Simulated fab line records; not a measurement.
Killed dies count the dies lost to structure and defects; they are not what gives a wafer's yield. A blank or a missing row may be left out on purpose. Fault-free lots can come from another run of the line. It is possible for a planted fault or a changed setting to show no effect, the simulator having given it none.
fab line records    flow n5-finfet
record lots=24  wafers=72  last-day=17
route steps=1938 shown BEOL_M2@891 BEOL_M3@950
lots untouched by any fault: they come from a run of this same line in which no faults occurred
start-h: the number of hours between the record's first day and the start of the first shown wafer of the lot    wait-h: hours since the lot's step before    " the same as in the row above    L1.1+2: a single row standing in for several wafers    - no value present, or no start provided    * or withheld: withheld    < > ~ a bound
route shown NAME@n: names a module that has steps shown in the file, with the first one's number in the route    usual: mean/standard deviation of fault-free wafers    same: alike in all rows    chamber/n: place in a boat    sites: per-site readings    _std_site: their standard deviation    _edge_site: mean of outer sites minus mean of inner sites    radius-mm: how far each site lies from the wafer's centre    mask NAME#n: copy n    behind: the last tool/chamber to shape the wafer    hold: why the lot was held/for how many hours/how that ended    device: the transistor (n, p or np) that didn't switch    end of line: the tests these same wafers got at the end of their route    step lacking rows: just its recipe    killed: dies lost to structure and defects at the first sort, not the wafer's yield    map: a wafer's dies, x killed, . not, _ none there
set.NAME: the setting as run; set.NAME@STEP: as run at that earlier step    model.NAME: the simulator's own value behind a step, which no gauge read
route steps across a sampled set of lots; one table per step, one row per wafer
services: from which hour (start-h, from the record's first day; less than 0 if before it) a tool's chamber was out of use, for how many hours, and why
## steps
# step N5_BEOL_M2_ETCH_41
# recipe chemistry=CH3F/O2  target=SiCN  target-depth-a=299  taper-deg=2  time-s=52.5  ion-energy-ev=120  mask-material=TiN  pressure-mtorr=30  source-w=395  bias-w=75  Ar_flow_sccm=150  CH3F_flow_sccm=30  O2_flow_sccm=20
# usual drypump-motor-current-A=5.6/0.42  oes-product-au=0.81/0.095  rf-vpp-V=297.3/1.2  showerhead-plenum-p-Torr=1.99/0.049  throttle-valve-pct=16.36/0.16
lot.wafer  tool         chamber  start-h  wait-h  drypump-motor-current-A  oes-product-au  rf-hours-counter-h  rf-vpp-V  showerhead-plenum-p-Torr  throttle-valve-pct
L075.3     rie-diel-04  0        -        -       4.8                      0.86            59                  297.8     2.03                      16.17
L075.4     "            1        "        "       5.3                      0.89            29                  297.2     1.97                      16.43
L075.6     "            2        "        "       5.5                      0.93            -                   296.7     1.94                      16.27
L074.1     rie-diel-05  0        -        -       6.0                      0.71            172                 294.5     1.90                      16.34
L074.2     "            1        "        "       5.3                      0.97            5                   297.2     2.06                      16.38
L074.4     "            3        "        "       5.8                      0.71            170                 296.7     1.99                      16.64
L076.2     rie-diel-05  2        -        -       5.3                      0.76            108                 297.8     2.01                      16.24
L076.3     "            3        "        "       5.8                      0.71            171                 296.6     1.99                      16.63
L076.5     "            2        "        "       5.3                      0.76            -                   297.8     2.01                      16.23
L077.4     rie-diel-04  2        -        -       5.5                      0.90            22                  296.2     1.94                      16.29
L077.5     "            2        "        "       5.5                      0.90            -                   296.3     1.94                      16.27
L077.6     "            1        "        "       5.3                      0.86            -                   295.8     1.96                      16.46
L079.2     rie-diel-03  0        -        -       5.8                      0.65            245                 298.5     1.98                      16.55
L079.3     "            3        "        "       5.5                      0.94            18                  298.6     2.05                      16.23
L079.6     "            0        "        "       5.8                      0.65            -                   295.6     1.98                      16.55
L078.1     rie-diel-05  0        -        -       6.0                      0.71            181                 296.6     1.89                      16.37
L078.2     "            2        "        "       5.3                      0.76            113                 298.4     2.01                      16.25
L078.6     "            2        "        "       5.3                      0.76            -                   297.2     2.00                      16.24
L080.2     rie-diel-04  1        -        -       5.3                      0.86            43                  295.5     1.96                      16.48
L080.3     "            0        "        "       4.8                      0.84            -                   296.6     2.03                      16.19
L080.6     "            0        "        "       4.8                      0.84            -                   296.8     2.03                      16.20
L081.2     rie-diel-04  0        -        -       4.8                      0.84            75                  298.1     2.03                      16.21
L081.5     "            0        "        "       4.8                      0.84            -                   298.4     2.03                      16.20
L081.6     "            3        "        "       6.2                      0.71            -                   296.7     2.05                      16.37
L082.1     rie-diel-03  1        -        -       6.3                      0.81            81                  297.9     2.02                      16.30
L082.3     "            2        "        "       5.3                      0.69            237                 299.8     2.03                      16.56
L082.4     "            1        "        "       6.3                      0.82            -                   300.2     2.02                      16.31
L083.1     rie-diel-04  2        -        -       5.5                      0.91            31                  298.5     1.94                      16.30
L083.2     "            3        "        "       6.3                      0.70            236                 299.7     2.05                      16.39
L083.4     "            1        "        "       5.3                      0.86            51                  295.9     1.96                      16.49
L084.2     rie-diel-03  3        -        -       5.4                      0.90            35                  297.8     2.04                      16.27
L084.3     "            2        "        "       5.3                      0.69            244                 300.0     2.03                      16.57
L084.6     "            1        "        "       6.4                      0.80            -                   298.5     2.01                      16.30
L087.3     rie-diel-03  3        -        -       5.5                      0.90            40                  299.0     2.04                      16.27
L087.5     "            0        "        "       5.8                      0.95            -                   296.3     1.97                      16.07
L087.6     "            3        "        "       5.5                      0.90            -                   297.7     2.04                      16.27
L085.1     rie-diel-04  3        -        -       6.3                      0.69            249                 297.5     2.04                      16.42
L085.3     "            2        "        "       5.5                      0.89            41                  297.4     1.94                      16.30
L085.4     "            1        "        "       5.2                      0.84            64                  296.7     1.96                      16.52
L086.2     rie-diel-03  3        -        -       5.5                      0.89            44                  298.8     2.04                      16.27
L086.4     "            3        "        "       5.5                      0.89            -                   297.3     2.04                      16.26
L086.6     "            1        "        "       6.3                      0.81            -                   297.1     2.01                      16.33
L088.1     rie-diel-03  1        -        -       6.3                      0.80            103                 297.9     2.01                      16.33
L088.5     "            0        "        "       5.8                      0.91            -                   297.3     1.97                      16.10
L088.6     "            3        "        "       5.5                      0.87            -                   296.7     2.04                      16.28
L089.3     rie-diel-05  2        -        -       5.3                      0.74            135                 297.4     2.00                      16.28
L089.4     "            1        "        "       5.2                      0.89            38                  298.8     2.05                      16.43
L089.6     "            3        "        "       5.8                      0.70            -                   296.6     1.98                      16.68
L091.1     rie-diel-03  1        -        -       6.3                      0.80            104                 298.0     2.01                      16.33
L091.2     "            2        "        "       5.4                      1.02            0                   297.7     2.03                      16.06
L091.6     "            0        "        "       5.8                      0.91            -                   297.6     1.97                      16.10
L090.2     rie-diel-05  2        -        -       5.3                      0.73            136                 297.8     2.00                      16.28
L090.4     "            1        "        "       5.3                      0.88            38                  298.3     2.05                      16.46
L090.5     "            2        "        "       5.3                      0.73            -                   296.3     2.00                      16.28
L092.1     rie-diel-05  2        -        -       5.3                      0.73            138                 297.2     2.00                      16.29
L092.4     "            1        "        "       5.3                      0.88            40                  297.9     2.05                      16.44
L092.6     "            1        "        "       5.3                      0.88            -                   297.2     2.05                      16.45
L093.1     rie-diel-04  1        -        -       5.3                      0.83            74                  295.5     1.95                      16.54
L093.3     "            2        "        "       5.5                      0.87            51                  297.2     1.93                      16.33
L093.4     "            0        "        "       4.8                      0.82            102                 297.3     2.02                      16.28
L094.2     rie-diel-05  0        -        -       6.0                      0.69            212                 296.1     1.89                      16.41
L094.3     "            3        "        "       5.8                      0.69            203                 297.3     1.98                      16.69
L094.5     "            0        "        "       6.0                      0.69            -                   295.1     1.88                      16.40
L095.4     rie-diel-04  2        -        -       5.5                      0.87            57                  295.2     1.93                      16.33
L095.5     "            2        "        "       5.5                      0.86            -                   296.1     1.93                      16.34
L095.6     "            1        "        "       5.3                      0.81            -                   295.7     1.95                      16.53
L096.4     rie-diel-05  0        -        -       5.9                      0.69            218                 294.0     1.88                      16.41
L096.5     "            3        "        "       5.8                      0.69            -                   297.1     1.98                      16.69
L096.6     "            0        "        "       6.0                      0.68            -                   295.1     1.88                      16.41
L097.1     rie-diel-05  2        -        -       5.3                      0.71            151                 295.9     1.99                      16.32
L097.4     "            1        "        "       5.2                      0.86            55                  297.7     2.04                      16.47
L097.5     "            0        "        "       6.0                      0.67            -                   295.6     1.88                      16.44
# step N5_BEOL_M2_ALD_84
# recipe material=TaN  target-thk-a=*  temp-c=275  ald-precursor-family=PDMAT  ald-co-reactant=NH3  pressure-torr=3  carrier-flow-sccm=1500  pulse-time-s=2  purge-time-s=3  co-reactant-purge-time-s=2  co-reactant-pulse-time-s=3  ald-cycles=30  precursor-vessel-temp-c=75  precursor-vessel-pressure-torr=26.25  precursor-vessel-carrier-sccm=1000
# usual heater-power-w=411/25
lot.wafer  tool          chamber  start-h  wait-h  heater-power-w
L075.3     ald-metal-01  0        139.42   0.0     388
L075.4     "             2        "        "       416
L075.6     "             0        "        "       388
L074.1     ald-metal-04  1        145.16   0.0     393
L074.2     "             0        "        "       414
L074.4     "             3        "        "       438
L076.2     ald-metal-02  3        150.01   0.0     413
L076.3     "             2        "        "       450
L076.5     "             2        "        "       449
L077.4     ald-metal-04  2        158.51   0.1     358
L077.5     "             0        "        "       417
L077.6     "             1        "        "       390
L079.2     ald-metal-02  1        168.19   0.0     391
L079.3     "             2        "        "       446
L079.6     "             0        "        "       467
L078.1     ald-metal-01  3        169.33   0.1     403
L078.2     "             1        "        "       404
L078.6     "             3        "        "       398
L080.2     ald-metal-04  3        175.37   0.0     427
L080.3     "             0        "        "       417
L080.6     "             2        "        "       374
L081.2     ald-metal-02  0        181.98   0.0     455
L081.5     "             1        "        "       405
L081.6     "             0        "        "       466
L082.1     ald-metal-01  1        188.70   0.3     395
L082.3     "             2        "        "       407
L082.4     "             0        "        "       401
L083.1     ald-metal-02  3        192.55   0.1     421
L083.2     "             0        "        "       458
L083.4     "             1        "        "       399
L084.2     ald-metal-04  2        204.49   0.0     369
L084.3     "             3        "        "       435
L084.6     "             0        "        "       428
L087.3     ald-metal-04  0        221.65   0.3     434
L087.5     "             1        "        "       404
L087.6     "             2        "        "       372
L085.1     ald-metal-04  0        227.30   0.0     425
L085.3     "             1        "        "       399
L085.4     "             3        "        "       439
L086.2     ald-metal-01  3        227.39   0.0     405
L086.4     "             2        "        "       416
L086.6     "             1        "        "       411
L088.1     ald-metal-01  3        240.14   0.3     399
L088.5     "             2        "        "       414
L088.6     "             1        "        "       410
L089.3     ald-metal-01  2        242.69   0.0     427
L089.4     "             0        "        "       382
L089.6     "             0        "        "       389
L091.1     ald-metal-01  2        243.26   0.3     423
L091.2     "             3        "        "       408
L091.6     "             0        "        "       385
L090.2     ald-metal-04  2        243.35   0.0     363
L090.4     "             0        "        "       413
L090.5     "             1        "        "       404
L092.1     ald-metal-04  0        248.68   0.0     419
L092.4     "             1        "        "       401
L092.6     "             1        "        "       407
L093.1     ald-metal-04  2        251.88   0.1     360
L093.3     "             3        "        "       425
L093.4     "             1        "        "       411
L094.2     ald-metal-02  3        256.77   0.1     410
L094.3     "             0        "        "       459
L094.5     "             0        "        "       455
L095.4     ald-metal-01  1        264.67   0.1     407
L095.5     "             2        "        "       420
L095.6     "             1        "        "       408
L096.4     ald-metal-02  0        270.10   0.3     457
L096.5     "             2        "        "       450
L096.6     "             1        "        "       408
L097.1     ald-metal-04  0        292.23   0.0     406
L097.4     "             2        "        "       367
L097.5     "             2        "        "       364
# step N5_BEOL_M2_ANNEAL_49
# recipe temp-c=400  time-s=240  ambient=vacuum
# usual heater-power-w=822/64
lot.wafer  tool            chamber  start-h  wait-h  heater-power-w
L075.3     pvd-sputter-03  -        139.94   0.0     846
L075.4     "               -        "        "       824
L075.6     "               -        "        "       874
L074.1     pvd-sputter-02  -        145.99   0.0     837
L074.2     "               -        "        "       748
L074.4     "               -        "        "       693
L076.2     pvd-sputter-01  -        150.60   0.0     774
L076.3     "               -        "        "       755
L076.5     "               -        "        "       737
L077.4     pvd-sputter-02  -        159.23   0.0     848
L077.5     "               -        "        "       867
L077.6     "               -        "        "       709
L079.2     pvd-sputter-01  -        168.86   0.0     784
L079.3     "               -        "        "       893
L079.6     "               -        "        "       755
L078.1     pvd-sputter-01  -        170.70   0.0     767
L078.2     "               -        "        "       890
L078.6     "               -        "        "       871
L080.2     pvd-sputter-01  -        176.64   0.0     786
L080.3     "               -        "        "       885
L080.6     "               -        "        "       774
L081.2     pvd-sputter-02  -        182.60   0.0     877
L081.5     "               -        "        "       712
L081.6     "               -        "        "       893
L082.1     pvd-sputter-03  -        189.64   0.0     876
L082.3     "               -        "        "       863
L082.4     "               -        "        "       819
L083.1     pvd-sputter-01  -        193.23   0.0     749
L083.2     "               -        "        "       880
L083.4     "               -        "        "       796
L084.2     pvd-sputter-03  -        205.11   0.0     858
L084.3     "               -        "        "       892
L084.6     "               -        "        "       811
L087.3     pvd-sputter-03  -        222.94   0.0     816
L087.5     "               -        "        "       800
L087.6     "               -        "        "       784
L085.1     pvd-sputter-02  -        227.88   0.0     911
L085.3     "               -        "        "       847
L085.4     "               -        "        "       725
L086.2     pvd-sputter-03  -        228.06   0.0     784
L086.4     "               -        "        "       895
L086.6     "               -        "        "       818
L088.1     pvd-sputter-02  -        240.83   0.0     717
L088.5     "               -        "        "       755
L088.6     "               -        "        "       884
L089.3     pvd-sputter-03  -        243.22   0.0     885
L089.4     "               -        "        "       799
L089.6     "               -        "        "       903
L091.1     pvd-sputter-01  -        244.00   0.0     760
L091.2     "               -        "        "       869
L091.6     "               -        "        "       755
L090.2     pvd-sputter-03  -        245.06   0.0     885
L090.4     "               -        "        "       789
L090.5     "               -        "        "       872
L092.1     pvd-sputter-02  -        249.35   0.0     727
L092.4     "               -        "        "       846
L092.6     "               -        "        "       710
L093.1     pvd-sputter-02  -        252.71   0.0     828
L093.3     "               -        "        "       715
L093.4     "               -        "        "       730
L094.2     pvd-sputter-03  -        257.33   0.0     886
L094.3     "               -        "        "       821
L094.5     "               -        "        "       846
L095.4     pvd-sputter-01  -        266.77   0.0     888
L095.5     "               -        "        "       757
L095.6     "               -        "        "       791
L096.4     pvd-sputter-02  -        270.79   0.0     717
L096.5     "               -        "        "       853
L096.6     "               -        "        "       706
L097.1     pvd-sputter-02  -        293.02   0.0     931
L097.4     "               -        "        "       854
L097.5     "               -        "        "       736
# step N5_BEOL_M2_ANNEAL_89
# recipe temp-c=400  time-s=240  ambient=vacuum
# usual heater-power-w=823/62
lot.wafer  tool            chamber  start-h  wait-h  heater-power-w
L075.3     pvd-sputter-03  -        140.82   0.0     860
L075.4     "               -        "        "       810
L075.6     "               -        "        "       882
L074.1     pvd-sputter-02  -        146.87   0.0     845
L074.2     "               -        "        "       743
L074.4     "               -        "        "       702
L076.2     pvd-sputter-01  -        151.48   0.0     775
L076.3     "               -        "        "       752
L076.5     "               -        "        "       755
L077.4     pvd-sputter-02  -        160.11   0.0     847
L077.5     "               -        "        "       877
L077.6     "               -        "        "       706
L079.2     pvd-sputter-01  -        169.74   0.0     764
L079.3     "               -        "        "       906
L079.6     "               -        "        "       787
L078.1     pvd-sputter-01  -        171.58   0.0     754
L078.2     "               -        "        "       889
L078.6     "               -        "        "       875
L080.2     pvd-sputter-01  -        177.52   0.0     787
L080.3     "               -        "        "       871
L080.6     "               -        "        "       753
L081.2     pvd-sputter-02  -        183.48   0.0     900
L081.5     "               -        "        "       718
L081.6     "               -        "        "       900
L082.1     pvd-sputter-03  -        190.52   0.0     858
L082.3     "               -        "        "       870
L082.4     "               -        "        "       829
L083.1     pvd-sputter-01  -        194.11   0.0     752
L083.2     "               -        "        "       866
L083.4     "               -        "        "       789
L084.2     pvd-sputter-03  -        205.99   0.0     852
L084.3     "               -        "        "       871
L084.6     "               -        "        "       812
L087.3     pvd-sputter-03  -        223.86   0.0     812
L087.5     "               -        "        "       806
L087.6     "               -        "        "       798
L085.1     pvd-sputter-02  -        228.76   0.0     914
L085.3     "               -        "        "       860
L085.4     "               -        "        "       699
L086.2     pvd-sputter-03  -        229.05   0.0     814
L086.4     "               -        "        "       887
L086.6     "               -        "        "       809
L088.1     pvd-sputter-02  -        241.71   0.0     723
L088.5     "               -        "        "       753
L088.6     "               -        "        "       942
L089.3     pvd-sputter-03  -        244.10   0.0     855
L089.4     "               -        "        "       803
L089.6     "               -        "        "       905
L091.1     pvd-sputter-01  -        244.88   0.0     760
L091.2     "               -        "        "       887
L091.6     "               -        "        "       777
L090.2     pvd-sputter-03  -        245.94   0.0     879
L090.4     "               -        "        "       796
L090.5     "               -        "        "       856
L092.1     pvd-sputter-02  -        250.23   0.0     714
L092.4     "               -        "        "       881
L092.6     "               -        "        "       722
L093.1     pvd-sputter-02  -        253.59   0.0     889
L093.3     "               -        "        "       718
L093.4     "               -        "        "       749
L094.2     pvd-sputter-03  -        258.21   0.0     878
L094.3     "               -        "        "       823
L094.5     "               -        "        "       847
L095.4     pvd-sputter-01  -        267.65   0.0     881
L095.5     "               -        "        "       747
L095.6     "               -        "        "       775
L096.4     pvd-sputter-02  -        271.67   0.0     704
L096.5     "               -        "        "       871
L096.6     "               -        "        "       732
L097.1     pvd-sputter-02  -        293.90   0.0     896
L097.4     "               -        "        "       858
L097.5     "               -        "        "       754
# step N5_BEOL_M3_ETCH_64
# recipe chemistry=N2/H2  target=SOC  target-depth-a=750  overetch-a=150  mask-material=SiARC  temp-c=40  time-s=112.5  ion-energy-ev=200  pressure-mtorr=30  source-w=840  bias-w=150  n2-flow-sccm=200  h2-flow-sccm=200
# usual drypump-motor-current-A=5.5/0.36  oes-product-au=0.60/0.065  rf-vpp-V=524.3/2.1  showerhead-plenum-p-Torr=2.55/0.074  throttle-valve-pct=17.90/0.3
lot.wafer  tool         chamber  start-h  wait-h  drypump-motor-current-A  oes-product-au  rf-hours-counter-h  rf-vpp-V  showerhead-plenum-p-Torr  throttle-valve-pct
L075.3     rie-diel-02  3        144.38   0.0     5.7                      0.57            218                 523.0     2.51                      18.17
L075.4     "            1        "        "       5.9                      0.57            201                 523.8     2.51                      17.62
L075.6     "            3        "        "       5.8                      0.56            -                   522.2     2.51                      18.16
L074.1     rie-diel-01  0        150.19   0.0     5.3                      0.69            26                  527.0     2.57                      17.82
L074.2     "            1        "        "       5.5                      0.60            151                 526.1     2.64                      17.87
L074.4     "            2        "        "       5.8                      0.57            203                 524.4     2.52                      18.27
L076.2     rie-diel-01  3        156.70   0.0     5.2                      0.56            218                 522.0     2.51                      18.02
L076.3     "            2        "        "       5.8                      0.57            205                 523.3     2.52                      18.26
L076.5     "            2        "        "       5.9                      0.57            -                   523.7     2.52                      18.27
L077.4     rie-diel-06  3        163.55   0.0     4.9                      0.55            216                 520.5     2.39                      18.13
L077.5     "            3        "        "       4.9                      0.55            -                   519.9     2.39                      18.14
L077.6     "            2        "        "       5.0                      0.69            -                   524.5     2.58                      17.65
L079.2     rie-diel-06  2        174.03   0.0     5.1                      0.68            59                  524.8     2.57                      17.66
L079.3     "            0        "        "       5.3                      0.58            157                 527.7     2.66                      17.86
L079.6     "            0        "        "       5.3                      0.58            -                   526.2     2.66                      17.87
L078.1     rie-diel-06  3        174.90   0.0     4.9                      0.55            220                 520.8     2.39                      18.15
L078.2     "            0        "        "       5.3                      0.59            158                 527.5     2.66                      17.86
L078.6     "            3        "        "       4.9                      0.55            -                   520.7     2.39                      18.15
L080.2     rie-diel-02  0        182.03   0.0     5.9                      0.70            40                  525.1     2.56                      17.43
L080.3     "            3        "        "       5.8                      0.57            230                 523.8     2.51                      18.16
L080.6     "            2        "        "       5.6                      0.56            -                   526.7     2.58                      17.65
L081.2     rie-diel-02  2        187.84   0.0     5.7                      0.56            248                 524.9     2.58                      17.67
L081.5     "            0        "        "       5.9                      0.69            -                   526.4     2.56                      17.42
L081.6     "            3        "        "       5.8                      0.56            -                   524.3     2.51                      18.17
L082.1     rie-diel-06  2        193.79   0.0     5.1                      0.68            64                  525.3     2.57                      17.66
L082.3     "            0        "        "       5.3                      0.59            162                 526.0     2.66                      17.88
L082.4     "            1        "        "       6.0                      0.55            218                 526.0     2.63                      18.20
L083.1     rie-diel-02  0        197.71   0.0     5.8                      0.69            46                  525.2     2.56                      17.44
L083.2     "            1        "        "       5.9                      0.56            215                 522.8     2.51                      17.65
L083.4     "            0        "        "       5.9                      0.68            -                   525.5     2.56                      17.45
L084.2     rie-diel-06  3        209.56   0.0     4.9                      0.54            229                 518.8     2.39                      18.16
L084.3     "            0        "        "       5.3                      0.58            166                 526.7     2.66                      17.89
L084.6     "            3        "        "       4.9                      0.54            -                   521.2     2.39                      18.16
L087.3     rie-diel-02  0        226.92   0.0     5.9                      0.68            56                  525.0     2.55                      17.46
L087.5     "            3        "        "       5.8                      0.55            -                   523.5     2.50                      18.19
L087.6     "            0        "        "       5.9                      0.68            -                   526.2     2.56                      17.45
L085.1     rie-diel-02  1        231.48   0.0     5.9                      0.56            226                 523.4     2.50                      17.67
L085.3     "            3        "        "       5.8                      0.55            248                 523.3     2.50                      18.20
L085.4     "            0        "        "       5.9                      0.67            58                  525.0     2.55                      17.45
L086.2     rie-diel-01  2        231.97   0.0     5.9                      0.56            224                 523.4     2.51                      18.30
L086.4     "            3        "        "       5.2                      0.54            241                 523.8     2.50                      18.07
L086.6     "            3        "        "       5.2                      0.55            -                   523.8     2.50                      18.06
L088.1     rie-diel-01  1        245.92   0.0     5.5                      0.58            179                 526.6     2.63                      17.92
L088.5     "            2        "        "       5.8                      0.55            -                   524.1     2.51                      18.33
L088.6     "            3        "        "       5.2                      0.54            -                   523.0     2.50                      18.07
L089.3     rie-diel-02  2        247.11   0.0     5.7                      0.74            12                  526.6     2.57                      17.24
L089.4     "            2        "        "       5.6                      0.75            -                   524.3     2.57                      17.23
L089.6     "            1        "        "       5.9                      0.56            -                   523.8     2.50                      17.67
L091.1     rie-diel-01  2        248.97   0.0     5.9                      0.56            231                 522.3     2.51                      18.31
L091.2     "            3        "        "       5.2                      0.54            248                 522.9     2.50                      18.07
L091.6     "            2        "        "       5.9                      0.56            -                   522.7     2.51                      18.34
L090.2     rie-diel-06  0        249.04   0.0     5.3                      0.57            178                 526.8     2.65                      17.89
L090.4     "            2        "        "       5.0                      0.66            81                  524.7     2.57                      17.69
L090.5     "            2        "        "       5.1                      0.66            -                   524.4     2.57                      17.70
L092.1     rie-diel-01  2        252.93   0.0     5.9                      0.56            233                 523.1     2.51                      18.32
L092.4     "            3        "        "       5.2                      0.54            -                   522.7     2.50                      18.07
L092.6     "            1        "        "       5.5                      0.58            -                   526.1     2.63                      17.92
L093.1     rie-diel-06  3        257.22   0.0     4.9                      0.53            243                 519.4     2.38                      18.19
L093.3     "            0        "        "       5.3                      0.57            181                 526.3     2.65                      17.90
L093.4     "            2        "        "       5.1                      0.67            83                  524.2     2.56                      17.68
L094.2     rie-diel-01  2        261.88   0.0     5.8                      0.56            236                 523.8     2.50                      18.32
L094.3     "            1        "        "       5.5                      0.58            185                 525.7     2.63                      17.92
L094.5     "            1        "        "       5.5                      0.58            -                   526.4     2.63                      17.93
L095.4     rie-diel-06  1        272.52   0.0     6.0                      0.54            239                 525.8     2.62                      18.24
L095.5     "            0        "        "       5.4                      0.57            -                   527.3     2.65                      17.93
L095.6     "            1        "        "       6.0                      0.54            -                   526.1     2.62                      18.24
L096.4     rie-diel-02  2        275.66   0.1     5.7                      0.71            -                   526.5     2.57                      17.28
L096.5     "            0        "        "       5.9                      0.66            -                   525.0     2.55                      17.48
L096.6     "            1        "        "       5.9                      0.55            -                   524.0     2.50                      17.70
L097.1     rie-diel-06  1        297.15   0.0     6.0                      0.53            249                 524.0     2.62                      18.26
L097.4     "            2        "        "       5.0                      0.64            99                  523.4     2.56                      17.72
L097.5     "            3        "        "       4.9                      0.80            -                   528.5     2.70                      17.76
# step N5_BEOL_M3_CD_MEAS_18
# recipe pitch-nm=36  target-cd-nm=18
# usual cd-nm=18.0/0.38
lot.wafer  tool       chamber  start-h  wait-h  cd-nm
L075.3     cd-sem-02  -        144.74   0.1     17.6
L075.4     "          -        "        "       17.9
L075.6     "          -        "        "       17.4
L074.1     cd-sem-02  -        150.76   0.0     18.4
L074.2     "          -        "        "       17.5
L074.4     "          -        "        "       18.4
L076.2     cd-sem-01  -        157.05   0.1     18.3
L076.3     "          -        "        "       18.1
L076.5     "          -        "        "       17.1
L077.4     cd-sem-01  -        163.91   0.1     17.3
L077.5     "          -        "        "       17.6
L077.6     "          -        "        "       17.2
L079.2     cd-sem-02  -        174.38   0.1     17.6
L079.3     "          -        "        "       18.4
L079.6     "          -        "        "       18.7
L078.1     cd-sem-03  -        175.25   0.0     17.9
L078.2     "          -        "        "       18.3
L078.6     "          -        "        "       17.9
L080.2     cd-sem-03  -        182.40   0.1     17.9
L080.3     "          -        "        "       18.0
L080.6     "          -        "        "       17.8
L081.2     cd-sem-03  -        188.22   0.1     18.2
L081.5     "          -        "        "       17.9
L081.6     "          -        "        "       18.0
L082.1     cd-sem-03  -        194.14   0.0     17.9
L082.3     "          -        "        "       18.2
L082.4     "          -        "        "       17.9
L083.1     cd-sem-02  -        198.06   0.0     18.0
L083.2     "          -        "        "       17.6
L083.4     "          -        "        "       17.9
L084.2     cd-sem-02  -        209.91   0.1     18.1
L084.3     "          -        "        "       18.2
L084.6     "          -        "        "       18.2
L087.3     cd-sem-01  -        227.27   0.1     17.5
L087.5     "          -        "        "       18.1
L087.6     "          -        "        "       17.7
L085.1     cd-sem-03  -        231.92   0.0     18.1
L085.3     "          -        "        "       18.5
L085.4     "          -        "        "       18.2
L086.2     cd-sem-01  -        232.32   0.1     17.7
L086.4     "          -        "        "       18.4
L086.6     "          -        "        "       18.5
L088.1     cd-sem-03  -        246.37   0.1     18.1
L088.5     "          -        "        "       18.2
L088.6     "          -        "        "       18.3
L089.3     cd-sem-03  -        247.46   0.1     18.0
L089.4     "          -        "        "       18.1
L089.6     "          -        "        "       18.2
L091.1     cd-sem-02  -        249.32   0.0     18.1
L091.2     "          -        "        "       18.7
L091.6     "          -        "        "       18.9
L090.2     cd-sem-03  -        249.41   0.1     18.2
L090.4     "          -        "        "       18.4
L090.5     "          -        "        "       17.8
L092.1     cd-sem-01  -        253.28   0.0     18.3
L092.4     "          -        "        "       18.5
L092.6     "          -        "        "       17.6
L093.1     cd-sem-03  -        257.57   0.0     17.4
L093.3     "          -        "        "       18.4
L093.4     "          -        "        "       17.8
L094.2     cd-sem-03  -        262.23   0.1     18.7
L094.3     "          -        "        "       18.2
L094.5     "          -        "        "       17.9
L095.4     cd-sem-03  -        272.88   0.0     18.3
L095.5     "          -        "        "       18.5
L095.6     "          -        "        "       18.8
L096.4     cd-sem-03  -        276.13   0.0     18.0
L096.5     "          -        "        "       18.5
L096.6     "          -        "        "       18.1
L097.1     cd-sem-03  -        297.60   0.0     17.5
L097.4     "          -        "        "       17.6
L097.5     "          -        "        "       18.6
## services
tool            chamber  start-h  hours  kind
rie-diel-06     1        127.09   2.5    repair
rie-diel-06     2        139.56   7.7    repair
rie-diel-01     3        142.69   2.2    repair
rie-diel-04     3        149.33   7.2    repair
pvd-sputter-02  -        166.21   1.9    repair
rie-diel-04     2        169.75   12.7   repair
rie-diel-02     1        178.83   7.1    repair
pvd-sputter-03  -        186.93   2.6    repair
rie-diel-02     2        196.07   -      clean
rie-diel-02     2        196.07   -      consumable-replace:focus-ring
rie-diel-04     2        205.62   6.8    repair
rie-diel-01     2        220.13   3.2    repair
ald-metal-02    -        230.35   14.6   pm
ald-metal-02    -        247.86   6.0    pm
ald-metal-04    0        251.33   5.2    repair
ald-metal-02    -        254.19   0.4    repair
rie-diel-05     3        257.16   2.8    repair
rie-diel-02     3        266.56   10.3   repair
ald-metal-02    -        271.66   0.2    repair
rie-diel-06     3        276.06   -      clean
rie-diel-06     3        276.06   -      consumable-replace:focus-ring
rie-diel-06     3        276.06   -      consumable-replace:showerhead
rie-diel-04     2        277.62   3.7    repair
ald-metal-01    -        295.16   8.7    pm
## key
fault none
